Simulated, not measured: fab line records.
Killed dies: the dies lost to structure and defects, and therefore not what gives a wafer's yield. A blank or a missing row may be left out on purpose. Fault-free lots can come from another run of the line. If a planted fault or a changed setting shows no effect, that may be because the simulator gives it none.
Split-lot trial + flow n5 finfet + 21 wafers read across 7 lots, on a route 1938 steps long

SPLIT DETAILS
At N5_BEOL_M5_COAT_74 (time 60 s, resist thk 5 nm), the setting spin rpm was moved away from the recipe's 1500 rpm on 6 of the 21 wafers read, by -9.7% to +9.3%. All remaining wafers had this setting at the recipe value.

FROM THE SPLIT TO THE READING: what the file shows between them, 7 steps
- N5_BEOL_M5_COAT_22: resist thk 30 nm (also split here: spin rpm)
- N5_BEOL_M5_EBR_24
- N5_BEOL_M5_SOFTBAKE_23: time 60 s
- N5_BEOL_M5_EXPOSE_25: exposes mask V4, defocus 10 nm
- N5_BEOL_M5_PEB_26: peb time 60 s
- N5_BEOL_M5_DEVELOP_27: develop time 30 s
- N5_BEOL_M5_DESCUM_33: chemistry O2, time 7 s

THE READING
etch.depth nm (the simulator's own value, which no gauge read), in nm, at N5_BEOL_M5_ETCH_75 (etches underlayer in N2/H2, target depth 6.5 nm, time 5.2 s). No usual value for it is given in the file. The 15 wafers here that ran the recipe average 4.995 nm, standard deviation 0.017 nm.

| wafer  | tool, chamber at the split | spin rpm as run, rpm | against the recipe | etch.depth nm, nm | against lot-mates on the recipe |
|--------|----------------------------|----------------------|--------------------|-------------------|---------------------------------|
| L079.2 | litho track-02, 0          | 1639                 | +9.3%              | 4.789             | no lot-mate on the recipe       |
| L079.5 | litho track-02, 0          | 1639                 | +9.3%              | 4.783             | no lot-mate on the recipe       |
| L079.6 | litho track-02, 0          | 1639                 | +9.3%              | 4.79              | no lot-mate on the recipe       |
| L078.1 | litho track-04, 0          | 1500                 | recipe             | 5.003             | -                               |
| L078.3 | litho track-04, 0          | 1500                 | recipe             | 5.021             | -                               |
| L078.5 | litho track-04, 0          | 1435                 | -4.3%              | 5.124             | +0.112                          |
| L081.3 | litho track-02, 0          | 1500                 | recipe             | 5.004             | -                               |
| L081.4 | litho track-02, 0          | 1500                 | recipe             | 5.017             | -                               |
| L081.6 | litho track-02, 0          | 1604                 | +6.9%              | 4.84              | -0.171                          |
| L083.1 | litho track-01, 0          | 1500                 | recipe             | 4.976             | -                               |
| L083.2 | litho track-01, 0          | 1500                 | recipe             | 4.995             | -                               |
| L083.4 | litho track-01, 0          | 1500                 | recipe             | 4.996             | -                               |
| L086.2 | litho track-02, 0          | 1500                 | recipe             | 4.959             | -                               |
| L086.4 | litho track-02, 0          | 1500                 | recipe             | 4.964             | -                               |
| L086.6 | litho track-02, 0          | 1500                 | recipe             | 4.977             | -                               |
| L089.2 | litho track-01, 0          | 1500                 | recipe             | 4.992             | -                               |
| L089.4 | litho track-01, 0          | 1500                 | recipe             | 5.005             | -                               |
| L089.5 | litho track-01, 0          | 1500                 | recipe             | 5.003             | -                               |
| L091.1 | litho track-04, 0          | 1355                 | -9.7%              | 5.259             | +0.256                          |
| L091.2 | litho track-04, 0          | 1500                 | recipe             | 5.001             | -                               |
| L091.4 | litho track-04, 0          | 1500                 | recipe             | 5.005             | -                               |

FIT RESULTS
A straight line over all 21 wafers: etch.depth nm changes by -0.0241 nm for each +1% of spin rpm; r = -0.99; the points scatter about the line by 0.018 nm.
The same after taking each lot's own level away (the mean of its wafers on the recipe; 18 wafers): -0.0258 nm for each +1%; r = -1.00; scatter 0.0074 nm.
On that fit, the largest move of spin rpm shifts the reading by 0.25 nm.
The span of the lots' own levels, 4.9667 to 5.0120 nm, comes to 2.6 times the standard deviation stated above.
Hence the lot-to-lot level has little effect on the slope; both slopes agree.
Check: +0.242 nm against its lot-mates is what the line predicts for one of the wafers moved furthest among these (-9.7%) when that wafer is left out of the fit. Against them it came out at +0.256 nm.

OTHER SPLITS APPLIED TO THESE WAFERS
Other splits were also applied to these wafers ahead of the reading. Each is held against what the fit with the lots' levels taken away leaves over:
| other split on the same wafers | wafers away from the commonest value | r with etch.depth nm (lot level and that fit taken away) |
|--------------------------------|--------------------------------------|----------------------------------------------------------|
| N5_BEOL_M5_ETCH_72 source w    | 5                                    | -0.10                                                    |
| N5_BEOL_M5_COAT_22 spin rpm    | 2                                    | -0.40                                                    |

FILE'S OWN FIT
etch.depth nm changes by -0.0258 nm for each +1% of spin rpm, r = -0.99.
